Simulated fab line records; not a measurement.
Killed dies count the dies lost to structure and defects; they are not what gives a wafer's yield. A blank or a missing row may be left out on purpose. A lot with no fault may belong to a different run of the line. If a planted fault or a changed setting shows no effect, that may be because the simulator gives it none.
fab line records	flow n5Finfet
[record] lots = 9	wafers = 27	lastDay = 17
route steps=1938 shown BEOL_M4@1111 BEOL_M8@1371 BEOL_M9@1401 PASSIVATION@1936
lots untouched by any fault: they come from a run of this same line in which no faults occurred
startH: start of the lot's first displayed wafer, in hours after the record's first day	waitH: time in hours since the lot's previous step	" unchanged from the row above	L1.1+2: a row that stands for several wafers	- no value present, or no start provided	* or withheld: withheld	< > ~ a bound
route shown NAME@n: NAME is a module with steps in the file, n the number in the route of the first one	usual: average and standard deviation across the fault-free wafers	same: alike in all rows	chamber/n: place in a boat	sites: readings site by site	_std_site: their standard deviation	_edge_site: outer sites' mean less inner sites'	radiusMm: how far each site lies from the wafer's centre	mask NAME#n: copy n	behind: the tool/chamber that last shaped the wafer	hold: what put the lot on hold/how long, in hours/how the hold closed	device: whichever transistor did not switch (one of n, p or np)	end of line: tests run on the same wafers once the route is complete	step lacking rows: just its recipe	killed: dies that structure and defects cost at the first sort, which is not the same as the wafer's yield	map: dies across one wafer; x = killed, . = not, _ = none there
set.NAME: setting as actually run; set.NAME@STEP: the setting as run at that earlier step	model.NAME: the simulator's own value behind a step, which no gauge read
the route's steps for a sample of lots (tables are steps, rows are wafers)
services: the hour from which a tool's chamber was out of use, counted from the record's first day as startH (under 0 if before that day), plus the number of hours and why
[[steps]]
[step N5_BEOL_M4_RC_MEAS_101]
[usual] DIBL_N = 36.2/1.6	DIBL_P = 36.1/2	IOFF_N = 0.16/0.032	IOFF_P = 0.22/0.036	ION_N = 672/11	ION_P = 463/7.5	SS_N = 71.4/0.58	SS_P = 73.2/0.67	VT_N = 250/3.3	VT_P = -250/3.3
lot.wafer	tool	chamber	startH	waitH	DIBL_N[mV/V]	DIBL_P[mV/V]	IOFF_N[nA/um]	IOFF_P[nA/um]	ION_N[uA/um]	ION_P[uA/um]	SS_N[mV/dec]	SS_P[mV/dec]	VT_N[mV]	VT_P[mV]
L939.2	prober-02	0	172.98	0.2	36.6	37.3	0.13	0.17	652	446	71.1	72.5	254	-257
L939.3	"	0	"	"	37.2	38.7	0.17	0.19	679	456	72.3	74.0	247	-251
L939.5	"	0	"	"	34.5	35.6	0.12	0.15	660	444	70.7	72.3	255	-256
L940.1	prober-01	0	175.49	0.0	35.8	35.9	0.15	0.24	678	477	71.1	73.3	249	-246
L940.5	"	0	"	"	33.8	32.6	0.11	0.19	659	464	70.3	72.6	253	-251
L940.6	"	0	"	"	35.6	34.7	0.15	0.22	672	470	71.3	72.8	248	-247
L941.1	prober-02	0	179.65	0.0	35.8	36.9	0.15	0.22	678	470	71.6	73.6	248	-250
L941.3	"	0	"	"	35.9	35.7	0.15	0.19	664	457	71.4	72.8	249	-252
L941.5	"	0	"	"	38.0	39.7	0.19	0.27	675	469	72.2	74.3	249	-249
L942.2	prober-02	0	181.64	0.2	36.3	35.6	0.16	0.23	683	474	71.8	73.3	247	-250
L942.5	"	0	"	"	37.3	37.0	0.18	0.25	680	465	71.7	73.5	247	-246
L942.6	"	0	"	"	37.1	36.1	0.16	0.22	680	472	71.6	73.8	248	-250
L943.3	prober-01	0	197.74	0.3	38.3	35.2	0.17	0.21	679	465	71.6	73.2	248	-249
L943.5	"	0	"	"	35.9	32.5	0.13	0.18	662	458	71.3	71.8	248	-251
L943.6	"	0	"	"	36.2	33.4	0.13	0.19	671	460	71.5	72.3	251	-250
L945.2	prober-02	0	217.83	0.2	36.2	36.8	0.15	0.20	654	455	72.1	73.0	252	-251
L945.3	"	0	"	"	35.3	34.3	0.12	0.17	665	461	71.8	72.3	255	-253
L945.6	"	0	"	"	37.4	39.0	0.18	0.23	671	458	71.7	74.2	248	-250
L956.1	prober-02	0	273.13	0.0	34.6	34.6	0.12	0.18	661	458	71.6	72.5	254	-253
L956.2	"	0	"	"	35.1	35.6	0.13	0.19	667	461	71.1	72.6	254	-250
L956.5	"	0	"	"	36.8	38.2	0.15	0.23	679	470	72.1	73.9	251	-250
L953.1	prober-01	0	278.71	0.0	34.1	34.8	0.13	0.16	669	455	71.1	72.4	252	-256
L953.3	"	0	"	"	35.1	36.3	0.14	0.18	668	459	70.8	72.5	252	-256
L953.5	"	0	"	"	34.9	35.6	0.13	0.17	656	444	70.9	73.1	254	-255
L959.2	prober-02	0	305.23	0.2	40.5	38.1	0.21	0.27	666	462	71.8	73.7	246	-247
L959.4	"	0	"	"	37.6	34.2	0.15	0.20	660	462	71.4	72.6	250	-250
L959.5	"	0	"	"	38.3	34.9	0.16	0.20	653	457	71.7	72.8	251	-250
[step N5_BEOL_M8_ETCH_66]
[recipe] chemistry = N2/H2	target = SOC	targetDepthA = 800	overetchA = 160	maskMaterial = SiARC	tempC = 40	timeS = 120	ionEnergyEv = 200	pressureMtorr = 30	sourceW = 840	biasW = 150	n2FlowSccm = 200	h2FlowSccm = 200
[usual] drypumpMotorCurrentA = 5.7/0.54	n2FlowSccm = 200.0/0.54	oesProductAu = 0.64/0.064	rfVppV = 524/3.1	showerheadPlenumPTorr = 2.56/0.11	throttleValvePct = 17.71/0.21
[same] timeS = 120
lot.wafer	tool	chamber	startH	waitH	drypumpMotorCurrentA	n2FlowSccm	oesProductAu	rfHoursCounterH	rfVppV	showerheadPlenumPTorr	throttleValvePct
L939.2	rieDiel-01	3	208.91	0.0	6.1	199.6	0.68	26	521	2.49	17.73
L939.3	"	2	"	"	5.1	200.8	0.73	10	523	2.49	17.34
L939.5	"	1	"	"	6.7	200.6	0.70	-	524	2.49	17.80
L940.1	rieDiel-01	2	212.17	0.0	5.1	200.8	0.73	10	523	2.49	17.35
L940.5	"	0	"	"	6.0	199.7	0.60	-	524	2.54	17.75
L940.6	"	1	"	"	6.7	200.8	0.70	-	522	2.49	17.81
L941.1	rieDiel-02	2	212.43	0.0	5.4	200.1	0.71	19	528	2.72	17.69
L941.3	"	3	"	"	6.6	198.9	0.53	221	519	2.43	17.84
L941.5	"	1	"	"	5.3	200.9	0.51	-	519	2.38	17.83
L942.2	rieDiel-01	3	216.85	0.0	6.1	199.6	0.68	28	523	2.49	17.72
L942.5	"	3	"	"	6.1	199.7	0.69	-	523	2.49	17.72
L942.6	"	0	"	"	6.0	200.7	0.59	-	524	2.54	17.75
L943.3	rieDiel-06	2	231.59	0.0	5.5	199.7	0.64	73	526	2.58	18.01
L943.5	"	0	"	"	5.6	199.8	0.71	-	526	2.71	17.76
L943.6	"	1	"	"	4.9	199.4	0.60	-	525	2.54	17.60
L945.2	rieDiel-01	1	254.57	0.0	6.7	200.2	0.68	32	522	2.48	17.85
L945.3	"	0	"	"	6.0	199.6	0.59	146	524	2.53	17.78
L945.6	"	1	"	"	6.8	200.5	0.69	-	522	2.48	17.83
L956.1	rieDiel-02	0	306.80	0.0	5.6	200.3	0.53	235	520	2.40	18.07
L956.2	"	2	"	"	5.4	200.3	0.65	57	528	2.70	17.76
L956.5	"	0	"	"	5.6	200.1	0.53	-	520	2.40	18.07
L953.1	rieDiel-02	1	316.49	0.0	5.4	200.0	0.70	23	528	2.69	17.46
L953.3	"	0	"	"	5.6	199.7	0.54	239	520	2.40	18.09
L953.5	"	2	"	"	5.4	200.2	0.66	-	528	2.70	17.77
L959.2	rieDiel-02	3	340.40	0.0	6.5	200.1	0.73	7	529	2.74	17.45
L959.4	"	2	"	"	5.4	200.0	0.65	69	527	2.69	17.79
L959.5	"	1	"	"	5.4	198.8	0.69	-	528	2.68	17.48
[step N5_BEOL_M8_ANNEAL_51]
[recipe] tempC = 225	timeS = 90	ambient = N2
[usual] wafer_temp_C_max = 226.2/0.67
[same] timeS = 90
lot.wafer	tool	chamber	startH	waitH	wafer_temp_C_max
L939.2	rtpAnneal-02	0	210.70	0.2	225.3
L939.3	"	0	"	"	225.6
L939.5	"	0	"	"	225.6
L940.1	rtpAnneal-02	0	214.02	0.1	225.2
L940.5	"	0	"	"	225.3
L940.6	"	0	"	"	225.3
L941.1	rtpAnneal-01	0	215.38	0.7	226.5
L941.3	"	0	"	"	226.7
L941.5	"	0	"	"	227.1
L942.2	rtpAnneal-01	0	220.53	0.1	227.1
L942.5	"	0	"	"	226.4
L942.6	"	0	"	"	227.1
L943.3	rtpAnneal-01	0	234.50	0.5	226.5
L943.5	"	0	"	"	226.9
L943.6	"	0	"	"	227.0
L945.2	rtpAnneal-01	0	257.81	0.3	226.4
L945.3	"	0	"	"	227.0
L945.6	"	0	"	"	226.8
L956.1	rtpAnneal-02	0	310.29	0.2	225.9
L956.2	"	0	"	"	225.5
L956.5	"	0	"	"	226.3
L953.1	rtpAnneal-02	0	319.20	0.1	225.7
L953.3	"	0	"	"	225.7
L953.5	"	0	"	"	225.5
L959.2	rtpAnneal-01	0	343.17	0.3	227.3
L959.4	"	0	"	"	226.5
L959.5	"	0	"	"	227.0
[step N5_BEOL_M9_ILD_DEP_00]
[recipe] material = SiCOH_lowk	targetThkA = 3085.1	tempC = 300	precursor = DEMS/porogen	pressureTorr = 5	rfW = 500	timeS = 58
[usual] heaterPowerW = 323/33	showerheadPlenumPTorr = 5.744/0.016	throttleValvePct = 13.8/0.99
[same] timeS = 58
lot.wafer	tool	chamber	startH	waitH	heaterPowerW	showerheadPlenumPTorr	throttleValvePct
L939.2	pecvd-03	0	211.47	0.0	322	5.762	13.7
L939.3	"	1	"	"	276	5.757	15.1
L939.5	"	0	"	"	339	5.753	13.7
L940.1	pecvd-03	1	214.84	0.0	293	5.761	15.1
L940.5	"	1	"	"	226	5.767	14.8
L940.6	"	2	"	"	330	5.743	13.5
L941.1	pecvd-01	0	216.17	0.0	332	5.760	14.5
L941.3	"	0	"	"	330	5.754	14.5
L941.5	"	0	"	"	340	5.752	14.6
L942.2	pecvd-01	1	221.30	0.0	322	5.739	13.2
L942.5	"	0	"	"	321	5.760	14.5
L942.6	"	1	"	"	331	5.731	13.1
L943.3	pecvd-02	1	235.20	0.0	373	5.758	13.9
L943.5	"	2	"	"	325	5.749	14.0
L943.6	"	1	"	"	376	5.768	14.2
L945.2	pecvd-02	1	258.55	0.0	326	5.768	14.0
L945.3	"	0	"	"	329	5.743	15.1
L945.6	"	1	"	"	326	5.754	13.8
L945.2	pecvd-02	1	258.81	0.2	316	5.777	13.5
L945.3	"	0	"	"	327	5.736	15.2
L945.6	"	1	"	"	330	5.750	14.0
L956.1	pecvd-02	2	311.35	0.0	313	5.751	14.4
L956.2	"	0	"	"	337	5.719	15.1
L956.5	"	0	"	"	339	5.702	15.2
L953.1	pecvd-02	1	319.99	0.0	329	5.752	13.9
L953.3	"	0	"	"	311	5.722	15.4
L953.5	"	2	"	"	286	5.746	14.4
L953.1	pecvd-02	1	320.24	0.2	335	5.761	13.9
L953.3	"	0	"	"	304	5.735	15.5
L953.5	"	2	"	"	288	5.746	14.3
L959.2	pecvd-01	1	343.91	0.0	360	5.721	13.2
L959.4	"	0	"	"	345	5.766	14.8
L959.5	"	1	"	"	375	5.716	13.4
[step N5_BEOL_M9_THK_MEAS_01]
[recipe] reads = SiCOH_lowk_of_BEOL_M9_ILD_DEP_00
[usual] M9_ILD_THK = 269/3.7
lot.wafer	tool	chamber	startH	waitH	M9_ILD_THK[nm]
L939.2	filmMetro-01	-	212.07	0.4	267
L939.3	"	-	"	"	266
L939.5	"	-	"	"	267
L940.1	filmMetro-02	-	215.46	0.4	268
L940.5	"	-	"	"	269
L940.6	"	-	"	"	273
L941.1	filmMetro-01	-	216.79	0.4	268
L941.3	"	-	"	"	275
L941.5	"	-	"	"	273
L942.2	filmMetro-01	-	222.03	0.4	264
L942.5	"	-	"	"	270
L942.6	"	-	"	"	269
L943.3	filmMetro-02	-	235.79	0.3	269
L943.5	"	-	"	"	269
L943.6	"	-	"	"	273
L945.2	filmMetro-01	-	259.40	0.4	544
L945.3	"	-	"	"	546
L945.6	"	-	"	"	558
L956.1	filmMetro-01	-	311.94	0.4	262
L956.2	"	-	"	"	263
L956.5	"	-	"	"	266
L953.1	filmMetro-01	-	320.83	0.4	541
L953.3	"	-	"	"	549
L953.5	"	-	"	"	541
L959.2	filmMetro-01	-	344.50	0.4	268
L959.4	"	-	"	"	271
L959.5	"	-	"	"	269
[step N5_BEOL_M9_INSPECT_13]
[recipe] mode = adi	inspectInstrument = brightfield
[usual] rawDefectCount = 387/87
lot.wafer	tool	chamber	startH	waitH	rawDefectCount
L939.2	defectInspect-01	-	213.64	0.0	394
L939.3	"	-	"	"	337
L939.5	"	-	"	"	372
L940.1	defectInspect-01	-	217.23	0.0	347
L940.5	"	-	"	"	194
L940.6	"	-	"	"	439
L941.1	defectInspect-01	-	217.63	0.0	437
L941.3	"	-	"	"	353
L941.5	"	-	"	"	293
L942.2	defectInspect-01	-	223.79	0.0	403
L942.5	"	-	"	"	515
L942.6	"	-	"	"	277
L943.3	defectInspect-01	-	239.33	0.0	240
L943.5	"	-	"	"	374
L943.6	"	-	"	"	367
L945.2	defectInspect-01	-	261.42	0.0	449
L945.3	"	-	"	"	372
L945.6	"	-	"	"	352
L956.1	defectInspect-01	-	313.84	0.0	409
L956.2	"	-	"	"	482
L956.5	"	-	"	"	405
L953.1	defectInspect-01	-	322.48	0.0	431
L953.3	"	-	"	"	431
L953.5	"	-	"	"	398
L959.2	defectInspect-01	-	346.78	0.0	337
L959.4	"	-	"	"	362
L959.5	"	-	"	"	442
[step N5_PASSIVATION_PROBE_49]
[usual] defectLimitedYield = 91.4/1.3	killed_at_M0_to_M3 = 34/10	killed_at_M4_up = 14/5.6	killedAtContacts = 13/5.9	killedAtFrontEnd = 37/9.9	killedAtOther = 3.5/2.8	killedDies = 101/15	killedOnRim = 13/3.9	killedOpen = 67/12	killedShort = 32/6.6	sort_bin_5_function = 5.0/0.81	sort_bin_6_memory = 3.2/0.66	sort_bin_8_speed = 0.00/0.007	sortNPass = 1079/15	sortYieldPct = 91.4/1.3
[same] grossDies = 1180	killedAtBackSide = 0	sort_bin_4_leakage[%] = 0
lot.wafer	tool	chamber	startH	waitH	defectLimitedYield[%]	killed_at_M0_to_M3	killed_at_M4_up	killedAtContacts	killedAtFrontEnd	killedAtOther	killedDies	killedOnRim	killedOpen	killedShort	sort_bin_5_function[%]	sort_bin_6_memory[%]	sort_bin_8_speed[%]	sortNPass	sortYieldPct[%]
L945.2	prober-02	-	323.84	0.1	0	31	1097	19	24	9	1180	152	59	31	96.9	2.8	0	0	0
L945.3	prober-02	-	323.89	0.1	0	29	1102	16	31	2	1180	152	68	27	96.7	3.3	0	0	0
L945.6	prober-02	-	324.04	0.3	0	23	1096	11	42	8	1180	152	51	42	96.8	2.6	0	0	0
L953.1	prober-02	-	396.56	0.0	0	30	1090	14	39	7	1180	152	69	29	96.6	3.1	0	0	0
L953.3	prober-02	-	396.66	0.1	0	20	1108	18	33	1	1180	152	59	20	97.0	2.8	0	0	0
L953.5	prober-02	-	396.76	0.2	0	51	1064	10	42	13	1180	152	94	40	94.9	4.7	0	0	0
L959.2	prober-02	-	404.77	0.1	90.8	34	8	10	53	4	109	16	70	32	5.2	3.3	0	1071	90.8
L959.4	prober-02	-	404.87	0.2	91.9	37	14	8	31	6	96	12	67	27	4.7	3.3	0	1084	91.9
L959.5	prober-02	-	404.92	0.2	90.9	38	7	10	50	2	107	14	79	27	4.8	3.9	0	1073	90.9
// killed by level:class
L945.2 BEOL_M9:areaEtch=1089 MOL_CONTACT_COAG:geometricParticle:open=16 BEOL_M0_SAQP:geometricParticle:open=12 BEOL_M0_SAQP:geometricParticle:short=8 FIN_SAQP:geometricParticle:short=6 FIN_SAQP:geometricParticle:open=4 BEOL_M4:geometricParticle:open=4 STI_FIN_REVEAL:geometricParticle:short=3
L945.3 BEOL_M9:areaEtch=1085 MOL_CONTACT_COAG:geometricParticle:open=16 BEOL_M0_SAQP:geometricParticle:short=9 BEOL_M0_SAQP:geometricParticle:open=8 BEOL_M4:geometricParticle:open=8 GATE_CUT:geometricParticle:short=7 BEOL_M2:geometricParticle:open=7 STI_FIN_REVEAL:geometricParticle:open=6
L945.6 BEOL_M9:areaEtch=1087 FIN_SAQP:geometricParticle:open=12 MOL_CONTACT_COAG:geometricParticle:open=10 FIN_SAQP:geometricParticle:short=7 BEOL_M0_SAQP:geometricParticle:short=6 STI_FIN_REVEAL:geometricParticle:open=5 BEOL_M2:geometricParticle:short=4 BEOL_M2:geometricParticle:open=4
L953.1 BEOL_M9:areaEtch=1081 STI_FIN_REVEAL:geometricParticle:open=12 MOL_CONTACT_COAG:geometricParticle:open=12 BEOL_M0_SAQP:geometricParticle:open=10 BEOL_M0_SAQP:geometricParticle:short=7 FIN_SAQP:geometricParticle:open=4 BEOL_M1:geometricParticle:open=4 BEOL_M2:geometricParticle:open=4
L953.3 BEOL_M9:areaEtch=1099 MOL_CONTACT_COAG:geometricParticle:open=16 STI_FIN_REVEAL:geometricParticle:open=12 BEOL_M1:geometricParticle:open=8 FIN_SAQP:geometricParticle:open=6 STI_FIN_REVEAL:geometricParticle:short=4 BEOL_M0_SAQP:geometricParticle:open=3 BEOL_M0_SAQP:geometricParticle:short=3
L953.5 BEOL_M9:areaEtch=1046 STI_FIN_REVEAL:geometricParticle:open=15 BEOL_M0_SAQP:geometricParticle:open=11 BEOL_M0_SAQP:geometricParticle:short=10 BEOL_M1:geometricParticle:open=9 MOL_CONTACT_COAG:geometricParticle:open=9 BEOL_M4:geometricParticle:open=9 BEOL_M2:geometricParticle:open=8
L959.2 STI_FIN_REVEAL:geometricParticle:open=15 FIN_SAQP:geometricParticle:open=11 BEOL_M2:geometricParticle:open=9 GATE_CUT:geometricParticle:short=8 BEOL_M3:geometricParticle:open=7 MOL_CONTACT_COAG:geometricParticle:open=6 BEOL_M3:geometricParticle:short=6 HKMG_FIN:areaEtch=6
L959.4 BEOL_M3:geometricParticle:open=16 MOL_CONTACT_COAG:geometricParticle:open=7 STI_FIN_REVEAL:geometricParticle:open=5 BEOL_M0_SAQP:geometricParticle:short=5 BEOL_M4:geometricParticle:open=5 BEOL_M1:geometricParticle:open=4 STARTING-WAFER:geometricParticle:open=4 DUMMY_GATE:geometricParticle:short=4
L959.5 SPACER0:geometricParticle:open=13 FIN_SAQP:geometricParticle:open=11 BEOL_M3:geometricParticle:open=11 MOL_CONTACT_COAG:geometricParticle:open=7 DUMMY_GATE:geometricParticle:open=7 BEOL_M0:geometricParticle:open=6 BEOL_M0_SAQP:geometricParticle:open=5 STI_FIN_REVEAL:geometricParticle:open=4
[[services]]
tool	chamber	startH	hours	kind
pecvd-02	-	193.63	1.1	repair
pecvd-03	-	200.41	0.4	repair
rieDiel-02	1	209.60	1.2	repair
rieDiel-06	2	212.80	6.6	repair
pecvd-03	0	214.70	6.0	repair
rieDiel-02	1	219.98	-	clean
rieDiel-02	1	219.98	-	consumableReplace:focusRing
rieDiel-02	1	219.98	-	consumableReplace:showerhead
rieDiel-02	1	219.98	28.3	scheduledDown
rieDiel-02	1	219.98	28.3	ventCycle
pecvd-02	2	227.03	2.5	repair
rieDiel-01	0	231.78	6.0	repair
rieDiel-02	0	262.90	4.5	repair
pecvd-01	0	272.18	70.1	repair
rtpAnneal-02	-	287.30	3.2	pm
rieDiel-02	3	287.94	-	clean
rieDiel-02	3	287.94	-	consumableReplace:focusRing
rieDiel-02	3	287.94	-	consumableReplace:showerhead
pecvd-03	-	309.27	0.5	repair
pecvd-02	0	322.80	-	clean
pecvd-02	0	322.80	29.5	scheduledDown
pecvd-02	0	322.80	29.5	ventCycle
rieDiel-06	0	323.70	2.2	repair
pecvd-02	-	326.81	1.8	repair
[[key]]
[firstSign] step = N5_BEOL_M9_ILD_DEP_00	reading = visit	direction = added
[effect] step = N5_BEOL_M9_THK_MEAS_01	reading = M9_ILD_THK	direction = up	sigmas = 75	usual = 269	struck = 546
[effect] step = N5_PASSIVATION_PROBE_49	reading = killed_at_M4_up	direction = up	sigmas = 99+	usual = 14	struck = 1093
[moreKillsBornAt] N5_BEOL_M9_ETCH_41@rieDiel-03 = 3261	N5_BEOL_M9_ETCH_41@rieDiel-05 = 3226
metAt N5_BEOL_M9_ILD_DEP_00
struckLots L945,L953
laterRowsLeftOut L945.2,L945.3,L945.6,L953.1,L953.3,L953.5
notActingAt N5_BEOL_M8_ETCH_66,N5_BEOL_M8_ANNEAL_51,N5_BEOL_M9_INSPECT_13
[fault] kind = repeatedStepWhole	tool = pecvd-01,pecvd-02,pecvd-03	chamber = -	onsetH = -	steps = N5_BEOL_M9_ILD_DEP_00	times = 1	scope = struckLotsOnly
// laterRowsLeftOut: the simulator's readings of these wafers behind a module that went badly wrong aren't trusted and aren't shown, but for the sort
